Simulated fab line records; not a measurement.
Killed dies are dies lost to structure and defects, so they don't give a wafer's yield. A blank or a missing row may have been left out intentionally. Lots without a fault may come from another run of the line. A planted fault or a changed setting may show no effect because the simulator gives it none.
Split-lot study | flow n5 finfet | 21 wafers read across 7 lots, on a route 1938 steps long

== SPLIT DETAILS ==
At N5_PMOS_HMC_CHANNEL_EPI_PEB_07 (peb time 60 s), the setting peb time s was moved away from the recipe's 60 s on 8 of the 21 wafers read, by -19.3% to +20.0%. All remaining wafers had this setting at the recipe value.

== THE PATH FROM SPLIT TO READING: the file shows 1 step between them ==
- N5_PMOS_HMC_CHANNEL_EPI_DEVELOP_08: develop time 30 s (also split here: develop time s)

== THE READING ==
cd nm at N5_PMOS_HMC_CHANNEL_EPI_CD_MEAS_09, given in nm (cd target 237.4 nm). A value of 237.7 nm with a standard deviation of 0.87 nm is what fault-free wafers of this fab line usually give.

wafer  | tool, chamber at the split | peb time s as run, s | against the recipe | cd nm, nm | against lot-mates on the recipe
L076.3 | litho track-05, 0          | 67.06                | +11.8%             | 241.5     | +4.0
L076.4 | litho track-05, 0          | 60                   | recipe             | 237.5     | -
L076.6 | litho track-05, 0          | 67.06                | +11.8%             | 241.1     | +3.6
L079.1 | litho track-02, 0          | 60                   | recipe             | 238.7     | -
L079.4 | litho track-02, 0          | 60                   | recipe             | 237.5     | -
L079.6 | litho track-02, 0          | 60                   | recipe             | 236.6     | -
L086.1 | litho track-02, 0          | 60                   | recipe             | 236.6     | -
L086.2 | litho track-02, 0          | 60                   | recipe             | 236.9     | -
L086.3 | litho track-02, 0          | 60                   | recipe             | 237.6     | -
L091.1 | litho track-05, 0          | 60                   | recipe             | 236.1     | -
L091.2 | litho track-05, 0          | 60                   | recipe             | 236.7     | -
L091.4 | litho track-05, 0          | 69.93                | +16.6%             | 243.6     | +7.2
L092.2 | litho track-02, 0          | 60                   | recipe             | 235.9     | -
L092.4 | litho track-02, 0          | 60                   | recipe             | 237.2     | -
L092.6 | litho track-02, 0          | 60                   | recipe             | 238.2     | -
L094.1 | litho track-02, 0          | 48.41                | -19.3%             | 227.8     | -8.9
L094.2 | litho track-02, 0          | 48.41                | -19.3%             | 226.9     | -9.8
L094.6 | litho track-02, 0          | 60                   | recipe             | 236.7     | -
L096.1 | litho track-03, 0          | 71.99                | +20.0%             | 246.3     | no lot-mate on the recipe
L096.2 | litho track-03, 0          | 71.99                | +20.0%             | 243.9     | no lot-mate on the recipe
L096.6 | litho track-03, 0          | 71.99                | +20.0%             | 245.5     | no lot-mate on the recipe

FIT RESULTS
A straight line over all 21 wafers: cd nm changes by +0.438 nm for each +1% of peb time s; r = +0.98; the points scatter about the line by 0.9 nm.
The same after taking each lot's own level away (the mean of its wafers on the recipe; 18 wafers): +0.44 nm for each +1%; r = +0.98; scatter 0.8 nm.
On that fit, the largest move of peb time s shifts the reading by 8.8 nm.
Across the lots, their own levels run from 236.40 to 237.60 nm, a range of 1.4 times the standard deviation given above.
Hence the lot-to-lot level has little effect on the slope; both slopes agree.
Check: with one of the wafers moved furthest among these (-19.3%) left out of the fit, the line predicts -8.66 nm for it against its lot-mates. It came out at -8.9 nm against them.

== OTHER SPLITS APPLIED TO THESE WAFERS ==
These wafers also went through other splits before the reading. Each is held against what the fit with the lots' levels taken away leaves over:
other split on the same wafers                    | wafers away from the commonest value | r with cd nm (lot level and that fit taken away)
N5_WELL_APT_COAT_02 spin rpm                      | 4                                    | -0.07
N5_PMOS_HMC_CHANNEL_EPI_DEVELOP_08 develop time s | 8                                    | +0.33

== THE WHOLE CHAIN: every reading that the file lists as answering this split, in the file's order ==
step                               | what it does                                                           | reading                                                                     | change (the file's fit)               | r (the file's)
N5_PMOS_HMC_CHANNEL_EPI_CD_MEAS_09 | target cd 237.4 nm                                                     | cd nm                                                                       | +0.437 nm for each +1% of the setting | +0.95
N5_PMOS_HMC_CHANNEL_EPI_DESCUM_14  | chemistry O2, time 7.9 s                                               | PMOS_HMC_CHANNEL_EPI.cd nm (the simulator's own value, which no gauge read) | +0.436 nm for each +1% of the setting | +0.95
N5_PMOS_HMC_CHANNEL_EPI_ETCH_32    | etches BARC in N2/H2, stops on SiO2, target depth 85.8 nm, time 50.3 s | PMOS_HMC_CHANNEL_EPI.cd nm (the simulator's own value, which no gauge read) | +0.393 nm for each +1% of the setting | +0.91
N5_PMOS_HMC_CHANNEL_EPI_HM_OPEN_15 | chemistry CHF3/O2, target SiO2, target depth 40.6 nm, time 20.3 s      | PMOS_HMC_CHANNEL_EPI.cd nm (the simulator's own value, which no gauge read) | +0.398 nm for each +1% of the setting | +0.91

== FILE'S OWN FIT ==
cd nm changes by +0.437 nm for each +1% of peb time s, r = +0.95.
